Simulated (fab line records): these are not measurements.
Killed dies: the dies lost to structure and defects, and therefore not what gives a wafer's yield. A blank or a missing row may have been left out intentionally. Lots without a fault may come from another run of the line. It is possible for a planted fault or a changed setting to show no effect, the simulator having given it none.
fab line records | flow n5-finfet | part 1 of 2: steps 1 to 4 of 6
[record] lots = 24 wafers = 72 last-day = 17
route steps=1938 shown BEOL_M5@1129 BEOL_M6@1197
lots that met no fault: from a run of the same line without faults
start-h: the number of hours between the record's first day and the start of the first shown wafer of the lot | wait-h: hours from the lot's prior step to this one | " repeats the value in the row above | L1.1+2: a single row standing in for several wafers | - no value, or no start was given | * or withheld: withheld | < > ~ a bound
route shown NAME@n: NAME is a module with steps in the file, n the number in the route of the first one | usual: mean and standard deviation over wafers with no fault | same: alike in all rows | chamber/n: place in a boat | sites: per-site readings | _std_site: standard deviation across them | _edge_site: outer sites' mean less inner sites' | radius-mm: for every site, how far away it sits from the centre of the wafer | mask NAME#n: copy n | behind: the tool/chamber that last shaped the wafer | hold: reason for holding the lot/hours on hold/outcome of the hold | device: names the non-switching transistor (n, p or np) | end of line: tests of these same wafers at the route's end | a step with no rows: only its recipe | killed: the dies lost at the first sort to structure and to defects; this is not the yield of the wafer | map: per-die view of a wafer (x killed, . not killed, _ where there is no die)
set.NAME: the setting as run; set.NAME@STEP: as run at that earlier step | model.NAME: the simulator's own value behind a step, which no gauge read
steps of the route over a sample of lots; a table a step, a row a wafer
services: the hour from which a tool's chamber was out of use, counted from the record's first day as start-h (under 0 if before that day), plus the number of hours and why
[[steps]]
[step N5_BEOL_M5_DESCUM_16]
[recipe] chemistry = O2 time-s = 7 source-power-w = 50 bias-power-w = 20 pressure-mtorr = 20 rf-frequency-hz = 2.712e+07 temp-c = 40 resist = CAR-EUV o2-flow-sccm = 225
[usual] chamber-pressure-mTorr = 19.998/0.017 drypump-motor-current-A = 5.7/0.55 oes-product-au = 0.79/0.066 rf-vpp-V = 243.2/1 showerhead-plenum-p-Torr = 2.10/0.047 throttle-valve-pct = 20.40/0.21
// columns lot.wafer tool chamber start-h wait-h chamber-pressure-mTorr drypump-motor-current-A oes-product-au rf-hours-counter-h rf-vpp-V showerhead-plenum-p-Torr throttle-valve-pct
L074.2 rie-diel-03 0 168.39 0.2 19.983 5.3 0.83 75 242.8 2.05 20.47
L074.3 " 3 " " 19.989 6.7 0.83 84 243.9 2.12 20.26
L074.4 " 1 " " 20.015 4.8 0.91 13 244.5 2.14 20.19
L076.3 rie-diel-03 3 172.26 0.2 19.962 6.6 0.83 85 244.3 2.12 20.28
L076.4 " 2 " " 19.997 5.7 0.70 229 244.6 2.17 20.56
L076.6 " 1 " " 19.997 4.8 0.89 - 243.6 2.14 20.18
L075.1 rie-diel-05 2 175.19 0.0 19.975 5.9 0.82 96 244.7 2.12 20.25
L075.5 " 3 " " 20.015 6.4 0.83 - 242.0 2.05 20.72
L075.6 " 0 " " 20.015 5.8 0.71 - 243.1 2.04 20.27
L078.1 rie-diel-02 3 195.66 0.0 19.979 5.4 0.75 167 243.0 2.09 20.66
L078.5 " 2 " " 19.974 6.4 0.71 - 242.7 2.12 20.77
L078.6 " 3 " " 19.968 5.4 0.76 - 244.9 2.09 20.65
L077.3 rie-diel-02 2 198.25 0.1 19.993 6.4 0.70 169 241.7 2.12 20.76
L077.4 " 3 " " 19.994 5.4 0.75 168 243.1 2.09 20.67
L077.6 " 2 " " 19.996 6.4 0.71 - 242.9 2.12 20.77
L079.2 rie-diel-05 3 199.08 0.4 19.998 6.4 0.83 91 242.9 2.05 20.76
L079.4 " 1 " " 19.989 5.7 0.73 167 243.7 2.16 20.22
L079.6 " 1 " " 19.976 5.7 0.73 - 244.7 2.16 20.22
L080.4 rie-diel-05 0 214.78 0.1 20.007 5.8 0.72 232 242.4 2.04 20.29
L080.5 " 3 " " 19.976 6.4 0.82 - 242.4 2.05 20.76
L080.6 " 0 " " 19.977 5.8 0.71 - 244.0 2.04 20.28
L081.1 rie-diel-03 3 216.91 0.0 20.001 6.6 0.82 100 243.8 2.12 20.30
L081.2 " 2 " " 20.015 5.7 0.69 237 243.6 2.17 20.58
L081.5 " 3 " " 20.007 6.6 0.81 - 243.8 2.12 20.29
L083.1 rie-diel-03 3 219.12 0.0 19.974 6.6 0.81 100 243.7 2.12 20.30
L083.3 " 0 " " 19.998 5.3 0.81 90 242.1 2.04 20.49
L083.5 " 1 " " 20.028 4.8 0.87 - 244.6 2.14 20.21
L082.1 rie-diel-03 0 224.17 0.1 20.000 5.3 0.82 91 242.3 2.04 20.50
L082.3 " 2 " " 20.021 5.7 0.69 238 243.5 2.17 20.57
L082.5 " 0 " " 19.986 5.3 0.81 - 242.2 2.04 20.49
L084.3 rie-diel-03 3 231.59 0.1 19.997 6.6 0.81 103 244.2 2.12 20.30
L084.4 " 2 " " 20.019 5.7 0.69 240 244.4 2.16 20.57
L084.5 " 1 " " 19.996 4.8 0.88 - 242.4 2.14 20.19
L085.1 rie-diel-02 3 233.29 0.0 20.002 5.4 0.73 177 243.4 2.08 20.68
L085.4 " 2 " " 20.006 6.4 0.70 178 242.1 2.12 20.78
L085.5 " 3 " " 19.975 5.4 0.74 - 242.4 2.08 20.67
L086.2 rie-diel-03 2 250.19 0.0 19.996 5.7 0.68 246 244.5 2.16 20.58
L086.5 " 3 " " 20.000 6.6 0.79 - 243.8 2.11 20.30
L086.6 " 2 " " 20.031 5.7 0.68 - 243.3 2.16 20.59
L088.2 rie-diel-05 3 250.38 0.0 20.035 6.4 0.81 104 241.8 2.05 20.79
L088.4 " 2 " " 19.986 5.9 0.79 122 243.1 2.12 20.28
L088.6 " 0 " " 19.978 5.8 0.71 - 243.3 2.04 20.30
L087.1 rie-diel-05 1 258.94 0.2 20.003 5.7 0.71 187 243.5 2.15 20.25
L087.4 " 2 " " 19.971 5.9 0.78 125 244.1 2.11 20.29
L087.5 " 2 " " 20.025 5.8 0.78 - 243.4 2.11 20.30
L090.3 rie-diel-05 2 266.31 0.0 19.998 5.9 0.78 127 241.3 2.11 20.29
L090.5 " 2 " " 19.990 5.9 0.78 - 242.7 2.11 20.29
L090.6 " 1 " " 20.005 5.7 0.72 - 244.5 2.15 20.24
L089.2 rie-diel-05 1 267.47 0.0 20.020 5.7 0.71 189 244.2 2.15 20.26
L089.4 " 3 " " 19.996 6.4 0.80 110 241.4 2.04 20.78
L089.6 " 1 " " 19.990 5.6 0.71 - 243.5 2.15 20.25
L092.3 rie-diel-03 1 267.69 0.0 19.979 4.8 0.87 43 243.6 2.13 20.22
L092.4 " 3 " " 19.988 6.6 0.80 - 241.5 2.11 20.31
L092.5 " 0 " " 20.015 5.3 0.80 - 243.7 2.04 20.53
L091.1 rie-diel-02 3 269.83 0.0 20.000 5.4 0.73 189 244.1 2.08 20.69
L091.2 " 0 " " 19.992 5.4 0.84 74 243.3 2.06 20.12
L091.6 " 3 " " 19.982 5.4 0.74 - 242.5 2.08 20.69
L093.2 rie-diel-02 3 285.80 0.0 19.985 5.4 0.73 192 242.7 2.08 20.70
L093.4 " 2 " " 20.030 6.4 0.69 192 243.6 2.11 20.83
L093.5 " 0 " " 19.981 5.4 0.83 - 243.1 2.06 20.14
L095.1 rie-diel-03 2 293.51 0.1 20.005 5.7 0.97 2 244.1 2.16 20.18
L095.4 " 1 " " 19.986 4.8 0.85 52 243.0 2.13 20.24
L095.5 " 1 " " 19.992 4.8 0.85 - 244.7 2.13 20.24
L094.1 rie-diel-03 1 296.02 0.0 19.990 4.8 0.84 53 243.9 2.13 20.25
L094.2 " 2 " " 20.006 5.7 0.96 3 243.7 2.16 20.19
L094.4 " 0 " " 20.012 5.3 0.79 115 243.5 2.03 20.51
L096.1 rie-diel-05 3 309.30 0.1 20.002 6.4 0.79 125 242.8 2.04 20.79
L096.2 " 1 " " 20.046 5.6 0.70 206 244.4 2.15 20.26
L096.3 " 0 " " 19.972 5.8 0.95 5 243.9 2.03 19.91
L097.1 rie-diel-03 0 309.45 0.0 20.002 5.3 0.79 120 241.2 2.03 20.56
L097.2 " 1 " " 20.016 4.8 0.84 58 244.1 2.13 20.24
L097.6 " 0 " " 20.006 5.3 0.80 - 242.2 2.03 20.54
[step N5_BEOL_M5_OVL_MEAS_29]
[recipe] points-per-wafer = 522
[usual] V4_OVL = 0.2/0.63
// columns lot.wafer tool chamber start-h wait-h V4_OVL[nm]
L074.2 overlay-01 0 169.32 0.0 0.5
L074.3 " 0 " " 0.5
L074.4 " 0 " " 0.2
L076.3 overlay-02 0 173.80 0.0 -0.2
L076.4 " 0 " " -0.3
L076.6 " 0 " " -0.3
L075.1 overlay-02 0 177.69 0.0 1.5
L075.5 " 0 " " 1.0
L075.6 " 0 " " 1.7
L078.1 overlay-01 0 197.28 0.0 -0.9
L078.5 " 0 " " -0.8
L078.6 " 0 " " 1.2
L077.3 overlay-02 0 199.27 0.0 0.8
L077.4 " 0 " " -0.1
L077.6 " 0 " " 0.2
L079.2 overlay-02 0 200.29 0.0 -0.5
L079.4 " 0 " " 0.4
L079.6 " 0 " " 0.1
L080.4 overlay-01 0 215.71 0.0 -0.7
L080.5 " 0 " " 0.0
L080.6 " 0 " " 0.0
L081.1 overlay-02 0 217.69 0.0 1.2
L081.2 " 0 " " 0.0
L081.5 " 0 " " 0.2
L083.1 overlay-01 0 222.73 0.0 -0.3
L083.3 " 0 " " 0.5
L083.5 " 0 " " 0.5
L082.1 overlay-01 0 225.44 0.0 -0.7
L082.3 " 0 " " -0.4
L082.5 " 0 " " 0.0
L085.1 overlay-02 0 234.28 0.0 0.1
L085.4 " 0 " " 0.6
L085.5 " 0 " " 1.0
L084.3 overlay-02 0 234.47 0.0 0.0
L084.4 " 0 " " -0.3
L084.5 " 0 " " -0.7
L086.2 overlay-01 0 251.20 0.0 -0.2
L086.5 " 0 " " 0.2
L086.6 " 0 " " -0.7
L088.2 overlay-01 0 251.37 0.0 1.3
L088.4 " 0 " " 0.3
L088.6 " 0 " " 0.5
L087.1 overlay-01 0 261.86 0.0 1.0
L087.4 " 0 " " -0.8
L087.5 " 0 " " -0.4
L090.3 overlay-01 0 267.64 0.0 0.3
L090.5 " 0 " " 0.3
L090.6 " 0 " " -0.1
L089.2 overlay-02 0 268.79 0.0 0.1
L089.4 " 0 " " -0.2
L089.6 " 0 " " 0.0
L092.3 overlay-01 0 269.01 0.0 0.3
L092.4 " 0 " " 0.7
L092.5 " 0 " " -0.2
L091.1 overlay-02 0 274.59 0.0 -0.1
L091.2 " 0 " " -0.5
L091.6 " 0 " " -0.3
L093.2 overlay-02 0 288.91 0.0 0.4
L093.4 " 0 " " 0.6
L093.5 " 0 " " 1.1
L095.1 overlay-01 0 294.28 0.0 0.1
L095.4 " 0 " " 1.1
L095.5 " 0 " " -0.5
L094.1 overlay-01 0 298.14 0.0 0.5
L094.2 " 0 " " 1.5
L094.4 " 0 " " 0.9
L097.1 overlay-01 0 310.73 0.0 -0.4
L097.2 " 0 " " -0.3
L097.6 " 0 " " 0.1
L096.1 overlay-02 0 312.15 0.0 0.3
L096.2 " 0 " " 0.4
L096.3 " 0 " " -0.8
[step N5_BEOL_M5_VIA_ETCH_34]
[recipe] chemistry = C4F6/O2 target = SiCOH_lowk target-depth-a = 883 mask-material = SOC taper-deg = 4 time-s = 39.2 ion-energy-ev = 250 pressure-mtorr = 30 source-w = 345 bias-w = 185 Ar_flow_sccm = 300 C4F6_flow_sccm = 10 O2_flow_sccm = 10
[usual] chamber-pressure-mTorr = 30.001/0.028 drypump-motor-current-A = 5.7/0.62 oes_f_703_au = 0.80/0.07 oes-product-au = 0.79/0.071 rf-vpp-V = 671/14 showerhead-plenum-p-Torr = 2.83/0.056 throttle-valve-pct = 20.74/0.18
// columns lot.wafer tool chamber start-h wait-h chamber-pressure-mTorr drypump-motor-current-A oes_f_703_au oes-product-au rf-hours-counter-h rf-vpp-V showerhead-plenum-p-Torr throttle-valve-pct
L074.2 rie-diel-03 1 169.58 0.0 30.001 4.8 0.90 0.92 13 687 2.91 20.64
L074.3 " 3 " " 30.035 6.6 0.85 0.82 84 657 2.85 20.50
L074.4 " 2 " " 29.962 5.7 0.71 0.69 229 661 2.92 20.86
L076.3 rie-diel-03 1 174.06 0.0 29.970 4.8 0.90 0.91 14 686 2.91 20.65
L076.4 " 3 " " 30.023 6.6 0.85 0.82 85 657 2.85 20.48
L076.6 " 2 " " 30.017 5.8 0.72 0.69 - 662 2.92 20.88
L075.1 rie-diel-03 2 177.97 0.0 29.977 5.7 0.72 0.70 231 660 2.92 20.87
L075.5 " 0 " " 30.045 5.3 0.86 0.83 - 684 2.77 20.83
L075.6 " 1 " " 30.026 4.8 0.90 0.91 - 686 2.91 20.64
L078.1 rie-diel-03 0 197.80 0.0 29.999 5.3 0.86 0.83 85 686 2.77 20.83
L078.5 " 0 " " 30.009 5.3 0.86 0.84 - 686 2.77 20.84
L078.6 " 3 " " 29.979 6.6 0.83 0.81 - 657 2.84 20.51
L077.3 rie-diel-02 2 199.53 0.0 30.016 6.4 0.71 0.70 170 668 2.84 21.01
L077.4 " 0 " " 30.032 5.4 0.90 0.88 54 690 2.80 20.45
L077.6 " 3 " " 29.979 5.5 0.70 0.74 - 687 2.80 20.87
L079.2 rie-diel-03 3 200.65 0.0 29.955 6.6 0.84 0.81 96 657 2.84 20.52
L079.4 " 3 " " 30.013 6.7 0.83 0.81 - 659 2.84 20.51
L079.6 " 3 " " 29.988 6.7 0.84 0.81 - 658 2.84 20.53
L080.4 rie-diel-02 2 216.12 0.0 30.022 6.4 0.71 0.70 174 668 2.83 21.03
L080.5 " 1 " " 29.966 5.7 0.82 0.80 - 669 2.76 20.80
L080.6 " 2 " " 29.980 6.4 0.71 0.69 - 669 2.83 21.01
L081.1 rie-diel-03 2 217.96 0.0 29.990 5.7 0.71 0.68 237 660 2.91 20.88
L081.2 " 0 " " 30.036 5.3 0.85 0.82 90 685 2.77 20.84
L081.5 " 1 " " 29.938 4.8 0.87 0.89 - 685 2.90 20.67
L083.1 rie-diel-05 1 223.48 0.0 30.002 5.7 0.73 0.73 175 650 2.92 20.59
L083.3 " 0 " " 29.987 5.8 0.69 0.70 234 681 2.81 20.89
L083.5 " 1 " " 30.032 5.7 0.73 0.72 - 650 2.92 20.60
L082.1 rie-diel-02 2 225.71 0.0 30.030 6.5 0.70 0.70 177 668 2.83 21.02
L082.3 " 1 " " 30.003 5.7 0.82 0.78 105 669 2.76 20.80
L082.5 " 1 " " 30.005 5.7 0.81 0.80 - 671 2.76 20.81
L085.1 rie-diel-03 2 235.15 0.0 30.008 5.7 0.71 0.69 241 661 2.91 20.89
L085.4 " 3 " " 29.972 6.6 0.83 0.80 104 657 2.84 20.52
L085.5 " 1 " " 29.985 4.8 0.87 0.88 - 686 2.90 20.68
L084.3 rie-diel-05 3 235.68 0.0 29.984 6.4 0.81 0.80 99 669 2.79 21.20
L084.4 " 1 " " 30.023 5.7 0.74 0.72 180 650 2.92 20.61
L084.5 " 1 " " 30.046 5.6 0.73 0.72 - 649 2.92 20.62
L086.2 rie-diel-03 3 251.85 0.0 29.948 6.7 0.82 0.79 110 656 2.83 20.53
L086.5 " 2 " " 29.991 5.8 0.70 0.69 - 661 2.91 20.89
L086.6 " 3 " " 29.997 6.6 0.82 0.80 - 656 2.83 20.53
L088.2 rie-diel-03 2 252.42 0.0 29.994 5.7 0.70 0.68 247 660 2.91 20.90
L088.4 " 3 " " 30.019 6.6 0.82 0.79 110 657 2.83 20.53
L088.6 " 3 " " 29.967 6.6 0.82 0.80 - 656 2.83 20.53
L087.1 rie-diel-03 3 262.13 0.0 29.969 6.7 0.81 0.78 113 657 2.83 20.53
L087.4 " 0 " " 29.992 5.3 0.84 0.81 - 684 2.76 20.86
L087.5 " 1 " " 30.077 4.8 0.85 0.88 - 685 2.89 20.69
L090.3 rie-diel-02 1 267.90 0.0 30.030 5.7 0.80 0.77 116 668 2.75 20.83
L090.5 " 2 " " 29.993 6.4 0.70 0.69 - 667 2.83 21.05
L090.6 " 1 " " 30.029 5.7 0.80 0.78 - 668 2.75 20.81
L089.2 rie-diel-03 0 269.06 0.0 30.044 5.3 0.83 0.82 105 683 2.76 20.87
L089.4 " 1 " " 29.993 4.8 0.84 0.87 - 685 2.89 20.68
L089.6 " 0 " " 29.955 5.3 0.84 0.82 - 685 2.76 20.86
L092.3 rie-diel-02 0 269.29 0.0 29.980 5.4 0.87 0.85 74 688 2.79 20.45
L092.4 " 3 " " 29.977 5.4 0.68 0.72 189 686 2.79 20.89
L092.5 " 0 " " 29.967 5.4 0.88 0.86 - 688 2.79 20.46
L091.1 rie-diel-03 0 275.03 0.0 29.993 5.3 0.83 0.80 107 686 2.76 20.87
L091.2 " 1 " " 29.978 4.8 0.84 0.87 46 686 2.89 20.71
L091.6 " 1 " " 30.013 4.8 0.84 0.87 - 686 2.89 20.69
L093.2 rie-diel-05 3 290.12 0.0 29.990 6.4 0.79 0.79 118 667 2.78 21.24
L093.4 " 3 " " 30.029 6.4 0.79 0.79 - 667 2.78 21.21
L093.5 " 2 " " 29.993 5.9 0.81 0.77 - 645 2.84 20.63
L095.1 rie-diel-03 0 294.56 0.0 29.978 5.3 0.82 0.82 115 684 2.76 20.87
L095.4 " 1 " " 30.061 4.8 0.83 0.86 53 686 2.89 20.71
L095.5 " 3 " " 29.968 6.7 0.81 0.78 - 659 2.83 20.55
L094.1 rie-diel-03 3 298.41 0.0 29.978 6.7 0.80 0.77 125 656 2.83 20.56
L094.2 " 2 " " 29.984 5.7 0.96 0.94 4 661 2.91 20.49
L094.4 " 1 " " 30.022 4.8 0.84 0.85 54 686 2.89 20.71
L097.1 rie-diel-02 2 311.01 0.0 29.970 6.4 0.69 0.68 201 668 2.82 21.05
L097.2 " 0 " " 29.995 5.4 0.86 0.86 86 689 2.78 20.49
L097.6 " 2 " " 30.009 6.4 0.68 0.67 - 666 2.82 21.06
L096.1 rie-diel-05 0 312.42 0.0 30.007 5.9 0.90 0.94 6 679 2.80 20.54
L096.2 " 2 " " 29.982 5.9 0.80 0.77 144 645 2.84 20.65
L096.3 " 3 " " 30.005 6.4 0.78 0.78 126 668 2.77 21.26
[step N5_BEOL_M5_CD_MEAS_35]
[recipe] target-cd-nm = 28 target-cd-y-nm = 24 polarity = opening
[usual] cd-nm = 28.2/0.4
// columns lot.wafer tool chamber start-h wait-h cd-nm
L074.2 cd-sem-02 - 169.98 0.0 27.9
L074.3 " - " " 28.6
L074.4 " - " " 27.9
L076.3 cd-sem-03 - 174.45 0.0 28.3
L076.4 " - " " 28.3
L076.6 " - " " 27.4
L075.1 cd-sem-01 - 178.36 0.0 28.3
L075.5 " - " " 28.3
L075.6 " - " " 27.9
L078.1 cd-sem-03 - 198.19 0.0 28.4
L078.5 " - " " 28.4
L078.6 " - " " 28.1
L077.3 cd-sem-03 - 199.93 0.0 27.8
L077.4 " - " " 28.4
L077.6 " - " " 27.5
L079.2 cd-sem-02 - 201.15 0.0 28.8
L079.4 " - " " 28.3
L079.6 " - " " 28.6
L080.4 cd-sem-03 - 216.51 0.0 28.5
L080.5 " - " " 28.3
L080.6 " - " " 27.9
L081.1 cd-sem-01 - 218.35 0.0 28.9
L081.2 " - " " 28.0
L081.5 " - " " 28.4
L083.1 cd-sem-03 - 223.87 0.0 28.8
L083.3 " - " " 28.7
L083.5 " - " " 28.2
L082.1 cd-sem-02 - 226.11 0.0 28.6
L082.3 " - " " 28.5
L082.5 " - " " 28.2
L085.1 cd-sem-03 - 235.64 0.0 28.1
L085.4 " - " " 27.9
L085.5 " - " " 28.1
L084.3 cd-sem-01 - 236.07 0.0 27.2
L084.4 " - " " 28.3
L084.5 " - " " 28.1
L086.2 cd-sem-03 - 252.24 0.0 27.6
L086.5 " - " " 27.5
L086.6 " - " " 28.1
L088.2 cd-sem-03 - 252.91 0.0 28.6
L088.4 " - " " 28.2
L088.6 " - " " 28.7
L087.1 cd-sem-01 - 262.53 0.0 27.7
L087.4 " - " " 28.5
L087.5 " - " " 28.5
L090.3 cd-sem-01 - 268.30 0.0 28.9
L090.5 " - " " 28.4
L090.6 " - " " 27.8
L089.2 cd-sem-03 - 269.45 0.0 28.2
L089.4 " - " " 28.6
L089.6 " - " " 27.8
L092.3 cd-sem-03 - 269.68 0.0 27.7
L092.4 " - " " 27.9
L092.5 " - " " 28.6
L091.1 cd-sem-02 - 275.52 0.0 28.1
L091.2 " - " " 28.5
L091.6 " - " " 28.6
L093.2 cd-sem-01 - 290.51 0.0 27.6
L093.4 " - " " 28.2
L093.5 " - " " 28.4
L095.1 cd-sem-03 - 294.95 0.0 28.4
L095.4 " - " " 27.9
L095.5 " - " " 27.7
L094.1 cd-sem-03 - 298.81 0.0 27.9
L094.2 " - " " 28.7
L094.4 " - " " 29.0
L097.1 cd-sem-02 - 311.40 0.0 28.3
L097.2 " - " " 28.0
L097.6 " - " " 27.9
L096.1 cd-sem-03 - 312.81 0.0 28.4
L096.2 " - " " 27.9
L096.3 " - " " 28.7
